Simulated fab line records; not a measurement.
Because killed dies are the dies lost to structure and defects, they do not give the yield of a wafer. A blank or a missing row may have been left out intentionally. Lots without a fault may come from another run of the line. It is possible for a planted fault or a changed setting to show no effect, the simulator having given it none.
The tool behind it: which one? | flow n5_finfet | 24 lots, 72 wafers sampled, at 4 steps of a route of 1938

WHAT THE GAUGES READ, wafer by wafer
N5_BEOL_M9_CD_MEAS_35: target cd 70 nm, target cd y 40 nm. Usual: cd_nm reads 69.8 nm (standard deviation 0.51).
lot  | measured     | on        | cd_nm (nm)     | flag
L074 | day 9 17:11  | cd_sem-01 | 70.1 69.7 70.6 |
L075 | day 10 03:19 | cd_sem-03 | 70.2 70.4 70.1 |
L077 | day 10 13:53 | cd_sem-03 | 70.5 69.9 70.1 |
L076 | day 10 14:10 | cd_sem-01 | 69.5 69.5 69.5 |
L078 | day 10 23:19 | cd_sem-02 | 69.9 70.5 69.4 |
L079 | day 11 01:02 | cd_sem-01 | 70.0 68.9 69.5 |
L080 | day 11 07:05 | cd_sem-01 | 69.7 70.3 69.6 |
L081 | day 11 10:49 | cd_sem-03 | 69.9 69.3 69.8 |
L083 | day 11 16:31 | cd_sem-03 | 70.1 69.6 70.4 |
L082 | day 11 16:42 | cd_sem-01 | 70.8 70.3 70.5 |
L084 | day 12 04:41 | cd_sem-01 | 69.5 69.5 69.6 |
L085 | day 12 16:47 | cd_sem-01 | 70.2 70.5 71.2 |
L086 | day 12 19:31 | cd_sem-01 | 69.9 69.7 70.1 |
L087 | day 13 02:43 | cd_sem-02 | 69.5 70.0 69.9 |
L089 | day 13 09:31 | cd_sem-02 | 69.6 70.2 70.2 |
L090 | day 13 17:43 | cd_sem-02 | 68.7 69.8 69.2 |
L088 | day 13 20:11 | cd_sem-02 | 69.1 70.7 70.2 |
L093 | day 14 02:08 | cd_sem-01 | 69.3 69.9 69.9 |
L091 | day 14 09:31 | cd_sem-03 | 69.7 70.1 69.8 |
L092 | day 14 12:19 | cd_sem-03 | 69.6 70.0 68.6 |
L094 | day 14 14:38 | cd_sem-01 | 69.7 69.4 69.6 |
L095 | day 14 22:44 | cd_sem-01 | 69.1 69.4 69.7 |
L096 | day 15 16:01 | cd_sem-03 | 68.6 69.4 69.2 |
L097 | day 16 01:51 | cd_sem-03 | 68.6 69.6 69.6 |

N5_BEOL_M10_CD_MEAS_18: pitch 140 nm, target cd 70 nm. Usual: cd_nm reads 70.2 nm (standard deviation 0.53).
lot  | measured     | on        | cd_nm (nm)     | flag
L074 | day 10 01:52 | cd_sem-01 | 70.9 70.5 69.8 |
L075 | day 10 10:34 | cd_sem-03 | 70.1 70.2 69.9 |
L077 | day 10 20:07 | cd_sem-03 | 69.8 69.6 70.1 |
L076 | day 10 21:53 | cd_sem-01 | 70.2 69.8 69.9 |
L078 | day 11 03:51 | cd_sem-01 | 69.4 70.3 69.7 |
L079 | day 11 04:43 | cd_sem-03 | 69.6 70.1 70.7 |
L080 | day 11 12:29 | cd_sem-03 | 71.6 70.3 71.1 |
L081 | day 11 15:54 | cd_sem-01 | 70.0 70.6 70.6 |
L083 | day 11 23:06 | cd_sem-03 | 70.9 70.5 70.6 |
L082 | day 11 23:37 | cd_sem-01 | 70.1 69.7 70.1 |
L084 | day 12 11:45 | cd_sem-03 | 69.9 69.8 69.4 |
L085 | day 12 21:54 | cd_sem-03 | 69.5 69.6 70.6 |
L086 | day 13 02:46 | cd_sem-03 | 70.1 70.0 70.0 |
L087 | day 13 08:10 | cd_sem-01 | 70.5 70.5 71.8 |
L089 | day 13 15:42 | cd_sem-02 | 70.2 69.7 68.9 |
L090 | day 13 21:56 | cd_sem-03 | 70.1 70.1 69.5 |
L088 | day 14 00:50 | cd_sem-03 | 70.6 70.3 71.1 |
L093 | day 14 07:17 | cd_sem-01 | 71.1 71.0 70.1 |
L091 | day 14 16:01 | cd_sem-02 | 69.0 69.6 69.9 |
L092 | day 14 20:10 | cd_sem-03 | 70.2 70.8 70.5 |
L094 | day 14 20:18 | cd_sem-03 | 70.2 70.2 70.4 |
L095 | day 15 03:34 | cd_sem-01 | 71.4 70.1 70.1 |
L096 | day 15 20:24 | cd_sem-02 | 71.0 70.6 69.9 |
L097 | day 16 08:23 | cd_sem-01 | 69.5 70.8 70.2 |

N5_BEOL_M10_OVL_MEAS_29. Usual: V9_OVL gives 0.6 nm (standard deviation 0.93).
lot  | measured     | on         | V9_OVL (nm)    | flag
L074 | day 10 02:35 | overlay-02 | 2.2 -0.1 2.0   |
L075 | day 10 11:44 | overlay-01 | 0.4 0.7 0.5    |
L077 | day 10 20:26 | overlay-02 | 1.3 -0.3 0.8   |
L076 | day 10 22:38 | overlay-02 | -0.3 0.4 1.4   |
L078 | day 11 06:20 | overlay-02 | -0.4 -0.7 -0.5 |
L079 | day 11 06:30 | overlay-01 | 0.2 1.6 1.3    |
L080 | day 11 12:55 | overlay-01 | -0.7 0.0 1.0   |
L081 | day 11 17:35 | overlay-01 | 0.6 1.4 0.9    |
L083 | day 11 23:32 | overlay-02 | 3.0 0.8 2.2    |
L082 | day 12 00:06 | overlay-02 | 1.8 0.5 1.3    |
L084 | day 12 14:47 | overlay-01 | 0.2 0.3 1.4    |
L085 | day 13 02:07 | overlay-01 | 2.3 1.7 2.6    |
L086 | day 13 03:37 | overlay-02 | 0.3 0.9 -0.2   |
L087 | day 13 08:43 | overlay-01 | 0.3 1.1 0.7    |
L089 | day 13 17:10 | overlay-02 | -0.1 0.0 -0.2  |
L090 | day 13 22:16 | overlay-01 | 0.5 -0.1 -0.1  |
L088 | day 14 01:35 | overlay-01 | -0.8 0.1 1.1   |
L093 | day 14 08:59 | overlay-01 | 0.0 0.3 -0.3   |
L091 | day 14 18:19 | overlay-02 | 1.0 -0.6 -1.0  |
L092 | day 14 22:22 | overlay-02 | -0.2 1.8 1.4   |
L094 | day 14 22:11 | overlay-02 | 0.8 -0.1 0.7   |
L095 | day 15 03:58 | overlay-01 | 2.1 0.5 1.4    |
L096 | day 15 21:07 | overlay-01 | 0.9 0.3 0.7    |
L097 | day 16 09:59 | overlay-02 | 1.5 0.9 1.4    |

N5_BEOL_M10_INSPECT_30: inspects for defects (brightfield). Usual: raw_defect_count reads 376 (standard deviation 89).
lot  | measured     | on                | raw_defect_count | flag
L074 | day 10 02:37 | defect_inspect-01 | 312 388 436      |
L075 | day 10 11:46 | defect_inspect-02 | 289 295 272      |
L077 | day 10 20:28 | defect_inspect-02 | 382 376 262      |
L076 | day 10 22:40 | defect_inspect-02 | 223 292 427      |
L078 | day 11 06:22 | defect_inspect-02 | 658 354 469      |
L079 | day 11 06:32 | defect_inspect-01 | 352 296 495      |
L080 | day 11 12:56 | defect_inspect-02 | 383 423 310      |
L081 | day 11 17:37 | defect_inspect-02 | 388 292 349      |
L083 | day 11 23:34 | defect_inspect-02 | 357 420 379      |
L082 | day 12 00:08 | defect_inspect-02 | 435 298 400      |
L084 | day 12 14:48 | defect_inspect-01 | 370 291 331      |
L085 | day 13 02:08 | defect_inspect-01 | 429 408 386      |
L086 | day 13 03:38 | defect_inspect-01 | 424 422 639      |
L087 | day 13 08:45 | defect_inspect-02 | 335 273 311      |
L089 | day 13 17:11 | defect_inspect-02 | 529 392 409      |
L090 | day 13 22:17 | defect_inspect-02 | 578 423 471      |
L088 | day 14 01:37 | defect_inspect-02 | 442 345 489      |
L093 | day 14 09:01 | defect_inspect-01 | 387 306 362      |
L091 | day 14 18:20 | defect_inspect-01 | 371 247 645      |
L092 | day 14 22:24 | defect_inspect-01 | 399 327 341      |
L094 | day 14 22:13 | defect_inspect-01 | 301 357 335      |
L095 | day 15 03:59 | defect_inspect-01 | 518 347 408      |
L096 | day 15 21:08 | defect_inspect-02 | 273 316 317      |
L097 | day 16 10:00 | defect_inspect-01 | 187 224 213      |

WHAT TOOL EACH LOT RAN ON (gives the tool, then ch and the chambers of the sampled wafers, and finally the start)
Record: no process step prior to these readings.

WHAT THE TOOLS THEMSELVES READ (means of the sampled wafers that have a number; where no wafer has one, the mark that the record gives instead)
The record holds no such reading with a usual standard deviation.

THE ANSWER, worked out from the rows above alone
Rule: a lot is off if the mean of its wafers that have a number lies more than 3 standard deviations from the usual mean. A lot without any number at a reading at which 4 lots or more have one is off too. Where the step has rows for the other lots, those lots are counted as sound. Order of review: gauges by route order, followed by the tools' own readings, for which a lot's mean as printed above is used. The first step at which some lot is off is used, and at that step the reading that is off furthest; a lot without a number counts as furthest.
No lot is off at any reading shown: from this, nothing can be told.

WHAT THE SIMULATOR HAD PUT IN
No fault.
